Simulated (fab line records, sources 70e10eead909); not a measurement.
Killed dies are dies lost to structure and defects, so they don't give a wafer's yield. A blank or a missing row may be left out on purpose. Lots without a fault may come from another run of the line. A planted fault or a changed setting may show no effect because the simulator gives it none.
fab line records | flow nand_harc
record lots=7 wafers=21 last_day=33
route steps=1302 shown A_STAIRCASE@886 A_SGD_CUT@890 END@1302
lots that met no fault: from a run of the same line without faults
start_h: hours from the record's first day to the start of the lot's first wafer shown | wait_h: hours since the lot's step before | " the same as in the row above | L1.1+2: a row that stands for several wafers | - no value, or no start given | * or withheld: withheld | < > ~ a bound
route shown NAME@n: a module of which the file shows steps, and the number in the route of the first | usual: mean/standard deviation of fault-free wafers | same: alike in all rows | chamber/n: place in a boat | sites: the reading at each site | _std_site: their standard deviation | _edge_site: outer sites' mean less inner sites' | radius_mm: how far each site lies from the wafer's centre | mask NAME#n: copy n | behind: the tool/chamber that last shaped the wafer | hold: why the lot was held/for how many hours/how that ended | device: the transistor (n, p or np) that didn't switch | end of line: the same wafers' tests at the end of the route | a step without rows: its recipe alone | killed: dies lost to structure and defects at the first sort, not the wafer's yield | map: a wafer's dies, x killed, . not, _ none there
set.NAME: the setting as run; set.NAME@STEP: as run at that earlier step | model.NAME: the simulator's own value behind a step, which no gauge read
lots at some steps of the route; a table a step, a row a wafer
services: from which hour (start_h, from the record's first day; less than 0 if before it) a tool's chamber was out of use, for how many hours, and why
## steps
# step NHARC_A_STAIRCASE_CMP_472
# recipe material=SiO2
# usual motor_current_A=12.1/1.6
# columns lot.wafer tool chamber start_h wait_h motor_current_A
L142.3 cmp-04 1 438.12 0.2 10.8
L142.2 " 0 " " 11.4
L142.6 " 2 " " 14.4
L150.4 cmp-03 2 526.36 0.2 13.7
L150.1 " 0 " " 12.4
L150.3 " 1 " " 11.7
L158.4 cmp-04 1 592.95 0.1 11.8
L158.1 " 3 " " 10.6
L158.5 " 1 " " 11.5
L161.2 cmp-03 3 605.46 0.3 11.0
L161.3 " 0 " " 12.0
L161.6 " 2 " " 13.6
L160.4 cmp-04 1 605.76 0.2 11.3
L160.2 " 2 " " 14.8
L160.1 " 3 " " 10.6
L163.4 cmp-03 1 638.72 0.1 10.8
L163.5 " 1 " " 11.3
L163.6 " 2 " " 13.6
L164.3 cmp-01 3 652.59 0.2 16.6
L164.4 " 1 " " 12.6
L164.5 " 3 " " 14.9
# step NHARC_A_STAIRCASE_SRD_474
# step NHARC_A_STAIRCASE_INSPECT_155
# usual raw_defect_count=414/130
# columns lot.wafer tool chamber start_h wait_h raw_defect_count
L142.2 defect_inspect-02 - 438.46 0.1 567
L142.3 " - " " 366
L142.6 " - " " 372
L150.1 defect_inspect-02 - 526.70 0.1 512
L150.3 " - " " 395
L150.4 " - " " 325
L158.1 defect_inspect-02 - 593.29 0.1 468
L158.4 " - " " 361
L158.5 " - " " 384
L161.2 defect_inspect-01 - 605.76 0.1 269
L161.3 " - " " 164
L161.6 " - " " 216
L160.1 defect_inspect-01 - 606.08 0.1 388
L160.2 " - " " 285
L160.4 " - " " 342
L163.4 defect_inspect-02 - 639.06 0.1 288
L163.5 " - " " 321
L163.6 " - " " 225
L164.3 defect_inspect-01 - 652.91 0.1 374
L164.4 " - " " 511
L164.5 " - " " 324
# step NHARC_A_SGD_CUT_DEP_00
# recipe target_thk_a=500 temp_c=400 target_thk_nm=50 flow_sccm=200 rf_w=450 material=SiNx
# usual heater_power_w=758/63
# columns lot.wafer tool chamber start_h wait_h heater_power_w
L142.2 pecvd-01 2 438.53 0.1 861
L142.3 " 0 " " 747
L142.6 " 0 " " 767
L150.1 pecvd-04 2 526.77 0.1 663
L150.3 " 0 " " 766
L150.4 " 2 " " 662
L158.1 pecvd-01 2 593.36 0.1 774
L158.4 " 2 " " 774
L158.5 " 1 " " 679
L161.3 pecvd-01 0 605.83 0.1 696
L161.2 " 2 " " 778
L161.6 " 0 " " 697
L160.2 pecvd-03 2 606.15 0.1 818
L160.1 " 1 " " 791
L160.4 " 2 " " 804
L163.5 pecvd-01 0 639.21 0.2 644
L163.4 " 1 " " 831
L163.6 " 2 " " 820
L164.3 pecvd-04 2 653.00 0.1 837
L164.5 " 1 " " 831
L164.4 " 0 " " 658
# step NHARC_A_SGD_CUT_DEHYDRATE_01
# recipe temp_c=150 time_s=120
# step NHARC_A_SGD_CUT_HMDS_02
# recipe time_s=30
# step NHARC_A_SGD_CUT_COAT_56
# recipe temp_c=260 time_s=75
# step NHARC_A_SGD_CUT_COAT_57
# recipe temp_c=225 time_s=65
# step NHARC_A_SGD_CUT_COAT_03
# recipe spin_rpm=1500 resist_thk_nm=90
# step NHARC_A_SGD_CUT_SOFTBAKE_04
# recipe temp_c=105 time_s=55
# step NHARC_A_SGD_CUT_EBR_05
# step NHARC_A_SGD_CUT_EXPOSE_06
# recipe na=1.35 dose_mj=85.59 mask_id=SGD
# usual exposure_dose_mJ_cm2=85.58/0.085
# columns lot.wafer tool chamber start_h wait_h mask exposure_dose_mJ_cm2
L142.2 arfi_scanner-02 0 439.11 - SGD#0 85.76
L142.3 " 0 " " SGD#0 85.81
L142.6 " 0 " " SGD#0 85.70
L150.1 arfi_scanner-02 0 527.35 - SGD#0 85.61
L150.3 " 0 " " SGD#0 85.60
L150.4 " 0 " " SGD#0 85.69
L158.1 arfi_scanner-02 0 593.94 - SGD#0 93.65
L158.4 " 0 " " SGD#0 93.57
L158.5 " 0 " " SGD#0 93.68
L161.2 arfi_scanner-02 0 606.29 - SGD#0 92.00
L161.3 " 0 " " SGD#0 92.10
L161.6 " 0 " " SGD#0 92.01
L160.1 arfi_scanner-02 0 606.60 - SGD#0 90.73
L160.2 " 0 " " SGD#0 90.85
L160.4 " 0 " " SGD#0 90.67
L163.4 arfi_scanner-01 0 639.60 - SGD#0 85.75
L163.5 " 0 " " SGD#0 85.60
L163.6 " 0 " " SGD#0 85.64
L164.3 arfi_scanner-03 0 653.57 - SGD#0 85.64
L164.4 " 0 " " SGD#0 85.70
L164.5 " 0 " " SGD#0 85.58
# step NHARC_A_SGD_CUT_PEB_07
# recipe peb_temp_c=100 peb_time_s=65
# step NHARC_A_SGD_CUT_DEVELOP_08
# recipe develop_time_s=35 dev_temp_c=23
# step NHARC_A_SGD_CUT_CD_MEAS_09
# recipe target_cd_nm=100 landing_energy_ev=500
# usual cd_nm=100.1/0.5
# columns lot.wafer tool chamber start_h wait_h cd_nm
L142.2 cd_sem-02 0 439.25 - 100.3
L142.3 " 0 " " 100.6
L142.6 " 0 " " 100.0
L150.1 cd_sem-03 0 527.49 - 100.8
L150.3 " 0 " " 100.1
L150.4 " 0 " " 100.6
L158.1 cd_sem-03 0 594.08 - 107.2
L158.4 " 0 " " 106.2
L158.5 " 0 " " 106.5
L161.2 cd_sem-01 0 606.43 - 105.2
L161.3 " 0 " " 105.5
L161.6 " 0 " " 105.7
L160.1 cd_sem-02 0 606.74 - 104.5
L160.2 " 0 " " 104.1
L160.4 " 0 " " 104.0
L163.4 cd_sem-02 0 639.74 - 100.7
L163.5 " 0 " " 100.8
L163.6 " 0 " " 100.7
L164.3 cd_sem-03 0 653.70 - 100.1
L164.4 " 0 " " 101.0
L164.5 " 0 " " 100.7
# step NHARC_A_SGD_CUT_OVL_MEAS_10
# usual overlay_x_nm=-0.1/0.94 overlay_y_nm=0.1/0.72
# columns lot.wafer tool chamber start_h wait_h overlay_x_nm overlay_y_nm
L142.2 overlay-01 - 439.34 - 1.5 -0.4
L142.3 " - " " 1.7 -0.1
L142.6 " - " " 1.1 -0.7
L150.1 overlay-02 - 527.58 - 0.3 0.2
L150.3 " - " " 0.4 -0.3
L150.4 " - " " 0.3 -0.1
L158.1 overlay-02 - 594.17 - 1.0 0.7
L158.4 " - " " 1.0 0.8
L158.5 " - " " 0.7 0.2
L161.2 overlay-02 - 606.52 - -1.0 1.3
L161.3 " - " " -0.3 1.1
L161.6 " - " " -0.4 1.4
L160.1 overlay-02 - 606.83 - 1.0 1.4
L160.2 " - " " 1.0 1.0
L160.4 " - " " 1.6 1.1
L163.4 overlay-02 - 639.82 - -0.9 -0.4
L163.5 " - " " -0.7 -0.4
L163.6 " - " " -1.2 -0.1
L164.3 overlay-01 - 653.78 - -0.9 0.9
L164.4 " - " " 0.0 0.7
L164.5 " - " " -0.4 0.1
# step NHARC_END_SORT_01
# recipe temp_c=25
# usual killed_at_array=55/19 killed_at_other=0.6/0.99 killed_at_periphery=4.2/2.6 killed_dies=60/18 killed_open=3.4/1.7 killed_short=2.3/1.5
# same gross_dies=677
# columns lot.wafer tool chamber start_h wait_h killed_at_array killed_at_other killed_at_periphery killed_dies killed_open killed_short
L142.2 prober-02 0 564.42 2.8 65 2 2 69 4 1
L142.3 prober-02 0 565.23 3.1 78 1 4 83 1 1
L142.6 prober-02 0 567.66 4.1 88 0 2 90 6 4
L150.1 prober-01 0 645.41 2.5 36 0 10 46 6 1
L150.3 prober-01 0 647.01 3.1 43 1 7 51 2 0
L150.4 prober-01 0 647.81 3.4 28 0 11 39 4 3
L158.1 prober-01 0 715.14 2.5 53 2 3 58 2 2
L158.4 prober-01 0 717.54 3.4 64 2 1 67 3 1
L158.5 prober-01 0 718.34 3.7 75 1 2 78 6 3
L161.2 prober-01 0 733.58 3.1 37 0 4 41 5 6
L161.3 prober-01 0 734.38 3.4 25 0 1 26 2 1
L161.6 prober-01 0 736.76 4.3 35 0 4 39 4 2
L160.1 prober-02 0 736.40 2.5 97 0 3 100 0 2
L160.2 prober-02 0 737.20 2.8 83 1 7 91 2 2
L160.4 prober-02 0 738.79 3.4 81 0 8 89 2 2
L163.4 prober-02 0 767.40 3.4 49 0 1 50 4 3
L163.5 prober-02 0 768.20 3.7 41 1 3 45 5 1
L163.6 prober-02 0 769.00 4.0 53 0 3 56 6 0
L164.3 prober-01 0 779.20 3.1 66 0 6 72 5 2
L164.4 prober-01 0 779.99 3.4 60 3 9 72 5 4
L164.5 prober-01 0 780.79 3.7 40 1 6 47 4 0
# killed by level:class
L142.2 A_CHANNEL_HOLE_D1:chamber_film_flake=24 A_CHANNEL_HOLE_D2:chamber_film_flake=22 A_SLIT:chamber_film_flake=5 A_CONTACT:chamber_film_flake=5 A_WL_FILL:chamber_film_flake=2 THIN_TSV:chamber_film_flake=2 P_GATE:geometric_particle:open=1 P_CONTACT:geometric_particle:open=1
L142.3 A_CHANNEL_HOLE_D1:chamber_film_flake=23 A_SLIT:chamber_film_flake=22 A_CHANNEL_HOLE_D2:chamber_film_flake=18 P_CONTACT:chamber_film_flake=4 A_WL_FILL:chamber_film_flake=4 A_DECK1_JOINT:chamber_film_flake=2 A_STAIRCASE:chamber_film_flake=2 A_CONTACT:chamber_film_flake=2
L142.6 A_CHANNEL_HOLE_D2:chamber_film_flake=28 A_CHANNEL_HOLE_D1:chamber_film_flake=23 A_SLIT:chamber_film_flake=19 A_CONTACT:chamber_film_flake=4 A_ONON_D1:geometric_particle:short=2 A_WL_FILL:geometric_particle:open=2 A_WL_FILL:chamber_film_flake=2 P_GATE:geometric_particle:open=1
L150.1 A_CHANNEL_HOLE_D2:chamber_film_flake=10 A_CONTACT:chamber_film_flake=9 P_GATE:chamber_film_flake=6 A_STAIRCASE:chamber_film_flake=5 A_SLIT:chamber_film_flake=4 P_ZERO_WELL:chamber_film_flake=2 P_CONTACT:geometric_particle:open=1 P_BONDPAD:geometric_particle:open=1
L150.3 A_CHANNEL_HOLE_D2:chamber_film_flake=19 A_STAIRCASE:chamber_film_flake=9 A_CHANNEL_HOLE_D1:chamber_film_flake=6 A_CONTACT:chamber_film_flake=4 A_SLIT:chamber_film_flake=3 P_GATE:chamber_film_flake=2 P_CONTACT:chamber_film_flake=2 P_BONDPAD:chamber_film_flake=2
L150.4 A_CHANNEL_HOLE_D2:chamber_film_flake=12 A_STAIRCASE:chamber_film_flake=7 P_GATE:chamber_film_flake=3 A_CHANNEL_HOLE_D1:chamber_film_flake=3 P_ZERO_WELL:chamber_film_flake=2 P_CONTACT:chamber_film_flake=2 P_STI:geometric_particle:open=1 P_CONTACT:geometric_particle:short=1
L158.1 A_SLIT:chamber_film_flake=24 A_CHANNEL_HOLE_D1:chamber_film_flake=21 A_CONTACT:chamber_film_flake=3 P_GATE:chamber_film_flake=2 P_CONTACT:geometric_particle:short=1 A_DECK1_JOINT:geometric_particle:open=1 A_ONON_D2:geometric_particle:open=1 STARTING-WAFER:geometric_particle:short=1
L158.4 A_SLIT:chamber_film_flake=31 A_CHANNEL_HOLE_D1:chamber_film_flake=23 A_CONTACT:chamber_film_flake=4 A_ONON_D1:geometric_particle:open=2 THIN_TSV:chamber_film_flake=2 P_GATE:geometric_particle:open=1 A_WL_FILL:geometric_particle:short=1 A_DECK1_JOINT:chamber_film_flake=1
L158.5 A_SLIT:chamber_film_flake=36 A_CHANNEL_HOLE_D1:chamber_film_flake=28 A_STAIRCASE:chamber_film_flake=2 A_CONTACT:chamber_film_flake=2 P_ZERO_WELL:geometric_particle:open=1 P_GATE:geometric_particle:short=1 A_ONON_D1:geometric_particle:short=1 A_DECK1_JOINT:geometric_particle:open=1
L161.2 A_CHANNEL_HOLE_D1:chamber_film_flake=12 A_CONTACT:chamber_film_flake=6 A_SLIT:chamber_film_flake=4 A_WL_FILL:chamber_film_flake=3 A_ONON_D1:geometric_particle:short=2 A_DECK1_JOINT:geometric_particle:open=2 P_STI:chamber_film_flake=2 P_M1:geometric_particle:short=1
L161.3 A_CHANNEL_HOLE_D1:chamber_film_flake=11 A_WL_FILL:chamber_film_flake=5 A_CONTACT:chamber_film_flake=5 A_SLIT:chamber_film_flake=2 P_CONTACT:geometric_particle:open=1 A_CHANNEL_FILL_D1:geometric_particle:short=1 A_M1:geometric_particle:open=1
L160.1 A_SLIT:chamber_film_flake=30 A_CHANNEL_HOLE_D2:chamber_film_flake=28 A_CHANNEL_HOLE_D1:chamber_film_flake=20 A_CONTACT:chamber_film_flake=8 A_CHANNEL_FILL_D2:chamber_film_flake=4 P_M2:chamber_film_flake=3 A_WL_FILL:chamber_film_flake=3 A_CHANNEL_FILL_D1:geometric_particle:short=1
L161.6 A_CHANNEL_HOLE_D1:chamber_film_flake=10 A_SLIT:chamber_film_flake=9 A_CONTACT:chamber_film_flake=6 A_WL_FILL:chamber_film_flake=5 P_CONTACT:geometric_particle:open=2 P_STI:chamber_film_flake=2 A_DECK1_JOINT:geometric_particle:open=1 A_ONON_D2:geometric_particle:short=1
L160.2 A_CHANNEL_HOLE_D1:chamber_film_flake=25 A_SLIT:chamber_film_flake=22 A_CHANNEL_HOLE_D2:chamber_film_flake=21 A_CONTACT:chamber_film_flake=5 P_CONTACT:chamber_film_flake=3 P_M2:chamber_film_flake=3 A_STAIRCASE:chamber_film_flake=2 A_WL_FILL:chamber_film_flake=2
L160.4 A_SLIT:chamber_film_flake=28 A_CHANNEL_HOLE_D2:chamber_film_flake=21 A_CHANNEL_HOLE_D1:chamber_film_flake=20 P_M2:chamber_film_flake=4 A_CONTACT:chamber_film_flake=3 A_CHANNEL_FILL_D1:geometric_particle:short=2 P_GATE:chamber_film_flake=2 A_DECK1_JOINT:chamber_film_flake=2
L163.4 A_SLIT:chamber_film_flake=30 A_CHANNEL_HOLE_D1:unspecified=5 A_STAIRCASE:chamber_film_flake=3 A_CHANNEL_HOLE_D2:chamber_film_flake=2 A_M1:chamber_film_flake=2 P_M0:geometric_particle:short=1 A_CHANNEL_HOLE_D1:geometric_particle:open=1 A_CHANNEL_FILL_D2:geometric_particle:short=1
L163.5 A_SLIT:chamber_film_flake=26 A_CHANNEL_HOLE_D1:chamber_film_flake=3 P_ZERO_WELL:chamber_film_flake=2 A_CHANNEL_HOLE_D1:unspecified=2 A_STAIRCASE:chamber_film_flake=2 A_CONTACT:chamber_film_flake=2 P_M0:geometric_particle:open=1 A_DECK1_JOINT:geometric_particle:open=1
L163.6 A_SLIT:chamber_film_flake=36 A_STAIRCASE:chamber_film_flake=5 A_CHANNEL_HOLE_D1:unspecified=3 A_CHANNEL_HOLE_D1:chamber_film_flake=2 A_CONTACT:chamber_film_flake=2 P_GATE:geometric_particle:open=1 P_CONTACT:geometric_particle:open=1 P_M0:geometric_particle:open=1
L164.3 A_CHANNEL_HOLE_D2:chamber_film_flake=25 A_CONTACT:chamber_film_flake=12 A_SLIT:chamber_film_flake=10 A_STAIRCASE:chamber_film_flake=7 P_STI:chamber_film_flake=3 A_CHANNEL_FILL_D2:chamber_film_flake=3 A_CHANNEL_FILL_D2:geometric_particle:short=2 A_M0:geometric_particle:open=2
L164.4 A_CHANNEL_HOLE_D2:chamber_film_flake=24 A_CONTACT:chamber_film_flake=10 A_SLIT:chamber_film_flake=9 A_STAIRCASE:chamber_film_flake=7 P_STI:chamber_film_flake=6 STARTING-WAFER:geometric_particle:short=2 P_M2:chamber_film_flake=2 A_SGD_CUT:chamber_film_flake=2
L164.5 A_CHANNEL_HOLE_D2:chamber_film_flake=23 A_CONTACT:chamber_film_flake=6 A_SLIT:chamber_film_flake=5 A_SGD_CUT:chamber_film_flake=3 P_CONTACT:geometric_particle:open=2 P_M2:chamber_film_flake=2 A_BLC:geometric_particle:open=1 P_ZERO_WELL:chamber_film_flake=1
## services
# columns tool chamber start_h hours kind
arfi_scanner-01 - 424.00 4.0 pm
cmp-03 - 436.96 1.8 repair
pecvd-03 1 446.11 4.1 repair
pecvd-04 - 450.00 13.0 pm
cmp-03 - 456.08 4.0 pm
arfi_scanner-03 - 468.66 149.0 repair
cmp-03 - 474.61 0.4 repair
arfi_scanner-02 - 484.00 4.0 pm
cmp-01 - 490.47 4.0 pm
pecvd-01 - 492.16 13.0 pm
cmp-04 - 494.39 1.0 repair
cmp-04 - 503.14 4.0 pm
cmp-04 - 541.55 3.7 repair
pecvd-01 - 543.51 0.4 repair
pecvd-01 - 546.89 0.9 repair
cmp-03 - 554.08 4.0 pm
cmp-04 - 561.49 0.8 repair
cmp-04 - 563.85 8.7 repair
cmp-04 - 601.14 4.0 pm
arfi_scanner-02 - 616.50 2.1 repair
pecvd-04 - 631.00 13.0 pm
cmp-04 - 642.02 1.8 repair
cmp-04 - 647.95 1.9 repair
cmp-03 - 652.08 4.0 pm
## key
first_sign step=NHARC_A_SGD_CUT_EXPOSE_06 reading=exposure_dose_mJ_cm2 direction=up sigmas=77 usual=85.58 struck=92.14
effect step=NHARC_A_SGD_CUT_CD_MEAS_09 reading=cd_nm direction=up sigmas=11 usual=100.1 struck=105.5 through=control_loop
met_at NHARC_A_SGD_CUT_EXPOSE_06
struck_wafers L158.1,L158.4,L158.5,L160.1,L160.2,L160.4,L161.2,L161.3,L161.6
tester_left_out L158,L160,L161
loop_trim step=NHARC_A_SGD_CUT_EXPOSE_06 setting=dose lots=L160,L161
onset_between 527.35 593.94
fault kind=process_parameter_drift tool=arfi_scanner-02 chamber=- onset_h=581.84 steps=NHARC_A_SGD_CUT_EXPOSE_06 channel=dose_mj offset=8.1272 shape=step acts_in=these_recipes_only stated=85.59
# tester_left_out: of these lots the tester's yield and bins aren't shown, on N5 and GAA mostly nor the transistor test; their killed dies are dies lost to structure and defects alone, not to doping, threshold or leakage, so they don't give the yield
# loop_trim: a control loop set the setting to another value than it would have without faults
